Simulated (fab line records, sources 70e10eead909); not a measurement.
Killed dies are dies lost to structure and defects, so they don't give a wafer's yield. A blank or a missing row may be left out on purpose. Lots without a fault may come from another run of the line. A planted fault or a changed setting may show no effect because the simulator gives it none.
A struck lot beside a sound one | flow nand_harc | 21 steps out of a route of 1159
Sound: wafers L748.1, L748.4, L748.6. Struck: wafers L754.2, L754.5, L754.6. The cause comes at the end.
At each step with rows: each side's tool, then ch and its chambers, then its first start. Under that, the readings that differ: sound wafers | struck wafers | difference of the means | sigmas: that difference in standard deviations of wafers without a fault.
alike: readings whose means differ by less than 2 such deviations, and words and numbers that are the same on both sides. not compared: withheld readings, readings that some wafer has no value for, bounds like >300 that may hide the same value, and numbers for which the record gives no deviation and whose values overlap.
The two part at a step that has a row with sigmas, a row that says differs or no value, or rows on one side only. Numbers that don't overlap but have no deviation are shown without sigmas and don't part them. A reading that every wafer of one side lacks parts them only if that side has two wafers or more.

NHARC_P_CONTACT_DEP_30: deposits SiNx, target thk 30 nm.
  sound on pecvd-01 ch 1,2, day 7 12:27; struck on pecvd-01 ch 0,1,2, day 9 04:50
  alike: heater_power_w
NHARC_P_CONTACT_DEP_00: deposits SiO2, target thk 500 nm.
  sound on pecvd-01 ch 1,2; struck on pecvd-01 ch 1,2
  alike: chamber_pressure_Torr, heater_power_w, mfc_precursor_sccm, throttle_valve_pct
NHARC_P_CONTACT_CMP_01: polishes SiO2, target thk 200 nm.
  sound on cmp-02 ch 1,2, day 7 13:11; struck on cmp-03 ch 0,1,2, day 9 05:43
  alike: motor_current_A
then, 8 steps without rows for these wafers: NHARC_P_CONTACT_SRD_03; NHARC_P_CONTACT_DEHYDRATE_04 (time 120 s); NHARC_P_CONTACT_HMDS_05 (time 30 s); NHARC_P_CONTACT_COAT_33 (time 75 s); NHARC_P_CONTACT_COAT_34 (time 65 s); NHARC_P_CONTACT_COAT_06 (resist thk 90 nm); NHARC_P_CONTACT_SOFTBAKE_07 (time 55 s); NHARC_P_CONTACT_EBR_08.
NHARC_P_CONTACT_EXPOSE_09: exposes mask P CA, target cd 90 nm.
  sound on arfi_scanner-03 ch 0, day 7 13:51; struck on arfi_scanner-02 ch 0, day 9 06:14
  reading              | sound             | struck            | difference | sigmas
  exposure_dose_mJ_cm2 | 81.24 81.17 81.15 | 82.82 82.86 82.97 | +1.70      | +21
  alike: mask
then, 2 steps without rows for these wafers: NHARC_P_CONTACT_PEB_10 (peb time 65 s); NHARC_P_CONTACT_DEVELOP_11 (develop time 35 s).
NHARC_P_CONTACT_CD_MEAS_12: target cd 90 nm.
  sound on cd_sem-02 ch 0, day 7 13:59; struck on cd_sem-02 ch 0, day 9 06:22
  alike: cd_nm
NHARC_P_CONTACT_OVL_MEAS_13:
  sound on overlay-01, day 7 14:05; struck on overlay-02, day 9 06:28
  reading           | sound       | struck         | difference | sigmas
  overlay_x_nm (nm) | 0.6 0.8 1.1 | -0.7 -1.1 -0.9 | -1.7       | -2
  alike: overlay_y_nm
NHARC_P_CONTACT_INSPECT_14:
  sound on defect_inspect-01, day 7 14:07; struck on defect_inspect-02, day 9 06:30
  alike: raw_defect_count
NHARC_P_CONTACT_DESCUM_17: chemistry O2, time 3 s.
  sound on rie_diel-06 ch 0,2,3, day 7 14:12; struck on rie_diel-07 ch 1,2, day 9 06:34
  alike: drypump_motor_current_A, mfc_ar_sccm, oes_product_au, rf_vpp_V, showerhead_plenum_p_Torr, throttle_valve_pct
  not compared: rf_hours_counter_h, model.P_CONTACT.cd_nm
NHARC_P_CONTACT_ETCH_35: etches the open film in CF4, target depth 39 nm, time 65 s.
  sound on rie_diel-06 ch 1,2, day 7 14:17; struck on rie_diel-07 ch 0,1,2, day 9 06:39
  reading                         | sound          | struck         | difference | sigmas
  showerhead_plenum_p_Torr (Torr) | 1.87 1.86 1.87 | 1.66 1.70 1.72 | -0.17      | -2
  alike: drypump_motor_current_A, mfc_ar_sccm, oes_product_au, rf_vpp_V, throttle_valve_pct
  not compared: rf_hours_counter_h, model.P_CONTACT.cd_nm
NHARC_P_CONTACT_ETCH_36: etches the open film in N2/H2, target depth 260 nm, time 406.25 s.
  sound on rie_diel-06 ch 0,2,3; struck on rie_diel-07 ch 1,2,3
  alike: drypump_motor_current_A, mfc_ar_sccm, oes_product_au, rf_vpp_V, showerhead_plenum_p_Torr, throttle_valve_pct
  not compared: rf_hours_counter_h
-- the record jumps here: 14 days lie between the struck wafers' starts before and after (it left off in module P_CONTACT and takes up again in module END, whose first step shown is number 1159 of the route) --
NHARC_END_SORT_01:
  the record has rows for the struck wafers here (prober-01 ch 0, day 23 05:25) and none for the sound ones

WHERE THEY PART
First at NHARC_P_CONTACT_EXPOSE_09; last, within this record, at NHARC_END_SORT_01.

WHY: what the simulator had put in
Process parameter drift: arfi_scanner-02, from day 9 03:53 on, at NHARC_P_CONTACT_EXPOSE_09. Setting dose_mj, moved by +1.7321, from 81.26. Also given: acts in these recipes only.
